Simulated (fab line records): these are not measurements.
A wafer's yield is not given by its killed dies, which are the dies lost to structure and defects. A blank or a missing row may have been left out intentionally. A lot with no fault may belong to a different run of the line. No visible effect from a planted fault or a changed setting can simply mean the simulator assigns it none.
Which tool did it?	flow nand-harc	Sampling: 12 lots, 36 wafers, 5 of 1302 route steps

== WHAT EACH GAUGE READ, for each wafer ==
NHARC_END_SORT_01. Usual: killed-at-array 63, standard deviation 18; killed-at-other 1.1, standard deviation 1.3; killed-at-periphery 4.3, standard deviation 2.8; killed-dies 68, standard deviation 18; killed-open 3.3, standard deviation 2; killed-short 2.4, standard deviation 1.6.
lot	measured	on	killed-at-array	killed-at-other	killed-at-periphery	killed-dies	killed-open	killed-short	flag
L474	day 23 20:02	prober-02	89 101 90	1 4 4	2 2 5	92 107 99	0 4 3	3 2 2	
L475	day 25 05:35	prober-02	71 80 82	2 1 0	9 10 5	82 91 87	4 1 6	2 4 0	
L479	day 26 00:02	prober-01	80 64 73	1 0 0	6 4 5	87 68 78	2 1 6	2 3 2	
L480	day 31 01:16	prober-01	94 64 88	1 1 0	8 8 9	103 73 97	4 1 3	2 1 1	
L484	day 31 01:17	prober-02	81 94 92	5 4 5	3 3 5	89 101 102	4 2 5	2 7 1	
L482	day 31 17:33	prober-01	50 63 67	1 5 0	2 3 2	53 71 69	2 2 3	3 3 2	
L483	day 31 08:58	prober-01	24 17 22	1 0 1	6 7 7	31 24 30	2 5 2	5 2 4	
L491	day 32 08:30	prober-02	85 83 75	0 0 1	1 4 4	86 87 80	2 3 2	5 3 4	
L490	day 32 09:58	prober-01	45 43 39	1 0 1	3 9 10	49 52 50	9 2 3	3 4 3	
L493	day 33 07:53	prober-01	69 68 74	0 0 0	1 2 0	70 70 74	6 2 2	2 1 2	
L496	day 34 00:19	prober-02	79 83 82	1 1 0	2 2 4	82 86 86	1 2 6	0 6 1	
L497	day 34 15:43	prober-02	43 38 40	4 1 0	5 9 2	52 48 42	1 7 2	1 1 2	

== WHICH TOOL RAN EACH LOT (tool, then ch and the chambers of the sampled wafers, then the start) ==
lot	NHARC_A_STAIRCASE_DESCUM_11	NHARC_A_STAIRCASE_ETCH_13	NHARC_A_STAIRCASE_TRIM_14	NHARC_A_STAIRCASE_TRIM_22
L474	rie-diel-10 ch 1,2,3, day 15 05:02	rie-diel-10 ch 0,1,2, day 15 06:46 or earlier	rie-diel-10 ch 0,2,3, day 15 06:46 or earlier	rie-diel-03 ch 1,2,3, day 15 06:46
L475	rie-diel-03 ch 0,2,3, day 16 09:27	rie-diel-03 ch 1,2, day 16 11:01 or earlier	rie-diel-03 ch 1,2, day 16 11:01 or earlier	rie-diel-04 ch 0,3, day 16 11:01
L479	rie-diel-04 ch 2,3, day 17 08:24	rie-diel-04 ch 0,1,3, day 17 09:55 or earlier	rie-diel-04 ch 0,1,3, day 17 09:55 or earlier	rie-diel-04 ch 1,2,3, day 17 09:55
L480	rie-diel-04 ch 0,3, day 18 12:26	rie-diel-04 ch 1,3, day 18 14:46 or earlier	rie-diel-04 ch 0,1,3, day 18 14:46 or earlier	rie-diel-04 ch 0,3, day 18 14:46
L484	rie-diel-04 ch 0,1,2, day 19 06:36	rie-diel-04 ch 0,2, day 19 08:00 or earlier	rie-diel-04 ch 0,2, day 19 08:00 or earlier	rie-diel-03 ch 0,2,3, day 19 08:00
L482	rie-diel-10 ch 1,2,3, day 19 07:04	rie-diel-10 ch 1,3, day 19 08:52 or earlier	rie-diel-10 ch 1,2, day 19 08:52 or earlier	rie-diel-04 ch 0,1,3, day 19 08:52
L483	rie-diel-10 ch 1,2, day 19 18:51	rie-diel-10 ch 1,3, day 19 20:37 or earlier	rie-diel-10 ch 1,3, day 19 20:37 or earlier	rie-diel-04 ch 1,3, day 19 20:37
L491	rie-diel-03 ch 0,1,2, day 22 04:33	rie-diel-03 ch 1,2,3, day 22 05:58 or earlier	rie-diel-03 ch 1,3, day 22 05:58 or earlier	rie-diel-04 ch 1,3, day 22 05:58
L490	rie-diel-04 ch 2,3, day 22 08:29	rie-diel-04 ch 2,3, day 22 09:52 or earlier	rie-diel-04 ch 0,1, day 22 09:52 or earlier	rie-diel-04 ch 0,1,3, day 22 09:52
L493	rie-diel-03 ch 0,1,2, day 24 00:15	rie-diel-03 ch 0,2,3, day 24 01:40 or earlier	rie-diel-03 ch 0,3, day 24 01:40 or earlier	rie-diel-04 ch 0,1,3, day 24 01:40
L496	rie-diel-04 ch 0,1,2, day 25 02:28	rie-diel-04 ch 0,2,3, day 25 03:55 or earlier	rie-diel-04 ch 1,2, day 25 03:55 or earlier	rie-diel-04 ch 2,3, day 25 03:55
L497	rie-diel-04 ch 1,2,3, day 25 23:28	rie-diel-04 ch 1,2,3, day 26 00:51 or earlier	rie-diel-04 ch 0,1,3, day 26 00:51 or earlier	rie-diel-04 ch 0,2,3, day 26 00:51
- NHARC_A_STAIRCASE_DESCUM_11: chemistry O2, time 3 s.
- NHARC_A_STAIRCASE_ETCH_13: etches the open film in C4F8/O2, target depth 100 nm, time 40.5 s.
- NHARC_A_STAIRCASE_TRIM_14: chemistry O2, time 211.2 s.
- NHARC_A_STAIRCASE_TRIM_22: chemistry O2, time 211.2 s.

== AS READ BY THE TOOLS THEMSELVES (means over the sampled wafers that have a number; for cases with no such wafer, the mark the record gives instead) ==
NHARC_A_STAIRCASE_DESCUM_11. Usual: drypump-motor-current-A 5.9 A, standard deviation 0.4; oes-product-au 1.004 a.u., standard deviation 0.0075; rf-vpp-V 57.8 V, standard deviation 0.88; showerhead-plenum-p-Torr 1.90 Torr, standard deviation 0.084; throttle-valve-pct 11.312 %, standard deviation 0.0086.
lot	tool	drypump-motor-current-A (A)	oes-product-au (a.u.)	rf-vpp-V (V)	showerhead-plenum-p-Torr (Torr)	throttle-valve-pct (%)	flag
L474	rie-diel-10	5.8	1.007	57.7	1.94	11.316	
L475	rie-diel-03	6.3	1.002	58.1	2.00	11.302	
L479	rie-diel-04	5.9	1.001	58.4	1.81	11.316	
L480	rie-diel-04	5.5	1.004	56.8	1.85	11.305	
L484	rie-diel-04	5.9	1.004	57.4	1.86	11.314	
L482	rie-diel-10	5.8	1.002	57.9	1.93	11.310	
L483	rie-diel-10	6.2	1.006	57.8	1.90	11.315	
L491	rie-diel-03	6.0	0.991	59.0	2.02	11.316	
L490	rie-diel-04	5.9	1.008	57.1	1.80	11.317	
L493	rie-diel-03	6.0	0.993	58.4	2.02	11.317	
L496	rie-diel-04	5.9	1.006	57.8	1.85	11.308	
L497	rie-diel-04	6.0	1.011	57.7	1.82	11.305	

NHARC_A_STAIRCASE_ETCH_13. Usual: oes-product-au 0.945 a.u., standard deviation 0.012; rf-vpp-V 895 V, standard deviation 5.3.
lot	tool	oes-product-au (a.u.)	rf-vpp-V (V)	flag
L474	rie-diel-10	0.947	898	
L475	rie-diel-03	0.944	900	
L479	rie-diel-04	0.952	893	
L480	rie-diel-04	0.931	892	
L484	rie-diel-04	0.926	892	
L482	rie-diel-10	0.938	899	
L483	rie-diel-10	0.942	900	
L491	rie-diel-03	0.953	902	
L490	rie-diel-04	0.942	889	
L493	rie-diel-03	0.955	901	
L496	rie-diel-04	0.941	890	
L497	rie-diel-04	0.956	891	

NHARC_A_STAIRCASE_TRIM_14. Usual: drypump-motor-current-A 5.9 A, standard deviation 0.41; oes-product-au 1.005 a.u., standard deviation 0.0068; rf-vpp-V 57.8 V, standard deviation 0.91; showerhead-plenum-p-Torr 3.51 Torr, standard deviation 0.14; throttle-valve-pct 17.037 %, standard deviation 0.0075.
lot	tool	drypump-motor-current-A (A)	oes-product-au (a.u.)	rf-vpp-V (V)	showerhead-plenum-p-Torr (Torr)	throttle-valve-pct (%)	flag
L474	rie-diel-10	5.8	1.007	58.4	3.50	17.039	
L475	rie-diel-03	5.8	0.998	59.0	3.73	17.032	
L479	rie-diel-04	5.8	1.007	57.7	3.43	17.045	
L480	rie-diel-04	5.8	1.007	57.4	3.43	17.038	
L484	rie-diel-04	5.6	1.004	57.2	3.42	17.042	
L482	rie-diel-10	6.1	1.010	57.8	3.50	17.041	
L483	rie-diel-10	5.5	1.012	57.7	3.61	17.037	
L491	rie-diel-03	5.8	1.009	58.5	3.67	17.033	
L490	rie-diel-04	5.7	1.001	57.7	3.45	17.038	
L493	rie-diel-03	6.1	0.991	59.0	3.71	17.036	
L496	rie-diel-04	6.1	1.006	58.0	3.38	17.044	
L497	rie-diel-04	5.8	1.008	57.0	3.40	17.042	

NHARC_A_STAIRCASE_TRIM_22. Usual: drypump-motor-current-A 5.9 A, standard deviation 0.41; oes-product-au 1.004 a.u., standard deviation 0.0079; rf-vpp-V 57.8 V, standard deviation 0.89; showerhead-plenum-p-Torr 3.50 Torr, standard deviation 0.16; throttle-valve-pct 17.036 %, standard deviation 0.0091.
lot	tool	drypump-motor-current-A (A)	oes-product-au (a.u.)	rf-vpp-V (V)	showerhead-plenum-p-Torr (Torr)	throttle-valve-pct (%)	flag
L474	rie-diel-03	6.1	1.004	58.2	3.69	17.025	
L475	rie-diel-04	5.6	1.003	57.1	3.38	17.045	
L479	rie-diel-04	6.0	1.003	57.8	3.40	17.034	
L480	rie-diel-04	5.6	0.906	57.9	3.37	17.036	OFF
L484	rie-diel-03	6.4	1.001	58.4	3.67	17.035	
L482	rie-diel-04	5.8	0.901	57.4	3.43	17.046	OFF
L483	rie-diel-04	5.9	0.948	58.1	3.38	17.043	OFF
L491	rie-diel-04	5.9	0.998	56.4	3.37	17.032	
L490	rie-diel-04	5.8	0.998	57.8	3.41	17.041	
L493	rie-diel-04	5.8	1.007	57.5	3.41	17.031	
L496	rie-diel-04	5.8	1.004	57.1	3.31	17.032	
L497	rie-diel-04	5.7	1.011	57.4	3.35	17.046	

== THE ANSWER, worked out from the rows above alone ==
Rule: a lot is off if the mean of its wafers that have a number lies more than 3 standard deviations from the usual mean. Also off: a lot with no number at a reading for which 4 or more lots have one. Where the step has rows for the other lots, those lots are counted as sound. First the gauges in route order, then the tools' own readings, where a lot's mean is used as printed above. The first step at which some lot is off is used, and at that step the reading that is off furthest; a lot without a number counts as furthest.
Off at NHARC_A_STAIRCASE_TRIM_22 (oes-product-au): L480, L482, L483.
A tool fits if, at that step or a process step before it, it ran every lot that is off, and no sound lot after the first of them. NHARC_A_STAIRCASE_ETCH_13 gives no start for some lots, so the hours and the order of its lots are those of NHARC_A_STAIRCASE_TRIM_22. NHARC_A_STAIRCASE_TRIM_14 gives no start for some lots, so the hours and the order of its lots are those of NHARC_A_STAIRCASE_TRIM_22. No candidate that was tried fits.

== WHAT HAD BEEN PUT IN BY THE SIMULATOR ==
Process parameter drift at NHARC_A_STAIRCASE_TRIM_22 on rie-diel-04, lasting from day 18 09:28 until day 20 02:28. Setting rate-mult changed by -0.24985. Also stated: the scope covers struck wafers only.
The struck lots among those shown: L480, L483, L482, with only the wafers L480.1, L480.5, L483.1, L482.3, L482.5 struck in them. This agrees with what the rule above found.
